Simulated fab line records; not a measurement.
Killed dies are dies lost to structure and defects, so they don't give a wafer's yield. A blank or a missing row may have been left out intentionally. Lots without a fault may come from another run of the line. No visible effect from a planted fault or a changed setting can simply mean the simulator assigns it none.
Chamber matching :: flow n5-finfet :: rie-diel-05 running N5_MOL_CONTACT_COAG_DESCUM_88: 4 sister chambers
The step chemistry O2, time 7 s. 4 wafers are shown with their chamber, then 8 later ones without.

WAFERS PAIRED WITH THEIR CHAMBERS
wafer: L080.4
chamber: 3
showerhead-plenum-p-Torr (Torr): 2.14

wafer: L085.1
chamber: 0
showerhead-plenum-p-Torr (Torr): 2.03

wafer: L085.2
chamber: 2
showerhead-plenum-p-Torr (Torr): 2.15

wafer: L087.2
chamber: 1
showerhead-plenum-p-Torr (Torr): 2.23

WAFERS WHOSE CHAMBER IS MISSING
wafer: L087.3
showerhead-plenum-p-Torr (Torr): 2.03

wafer: L087.4
showerhead-plenum-p-Torr (Torr): 2.13

wafer: L088.3
showerhead-plenum-p-Torr (Torr): 2.23

wafer: L088.4
showerhead-plenum-p-Torr (Torr): 2.13

wafer: L088.5
showerhead-plenum-p-Torr (Torr): 2.23

wafer: L092.1
showerhead-plenum-p-Torr (Torr): 2.22

wafer: L092.3
showerhead-plenum-p-Torr (Torr): 2.02

wafer: L092.4
showerhead-plenum-p-Torr (Torr): 2.15

EACH ONE'S CHAMBER
wafer: L087.3
from the rows above: 0
in truth: 0

wafer: L087.4
from the rows above: can't be placed: 3 or 2
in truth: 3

wafer: L088.3
from the rows above: 1
in truth: 1

wafer: L088.4
from the rows above: can't be placed: 3 or 2
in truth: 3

wafer: L088.5
from the rows above: 1
in truth: 1

wafer: L092.1
from the rows above: 1
in truth: 1

wafer: L092.3
from the rows above: 0
in truth: 0

wafer: L092.4
from the rows above: can't be placed: 2 or 3
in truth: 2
Correctly placed: 5 of 8. Can't be placed from these rows: 3 (the true chamber is among the candidates in 3). 0 placed wrongly.
How it was worked out, from the rows above alone: a wafer's distance from a chamber is the root of the sum, over the readings, of the square of ((its reading less the chamber's mean) divided by the reading's scatter). The wafer belongs to the nearest chamber; if the next one is less than 2 further off, it can't be placed. The mean given for a chamber averages the wafers shown for that chamber. The scatter (one wafer shown for each chamber): square how far every hidden wafer sits from the nearest shown wafer, average those squares and take the square root.
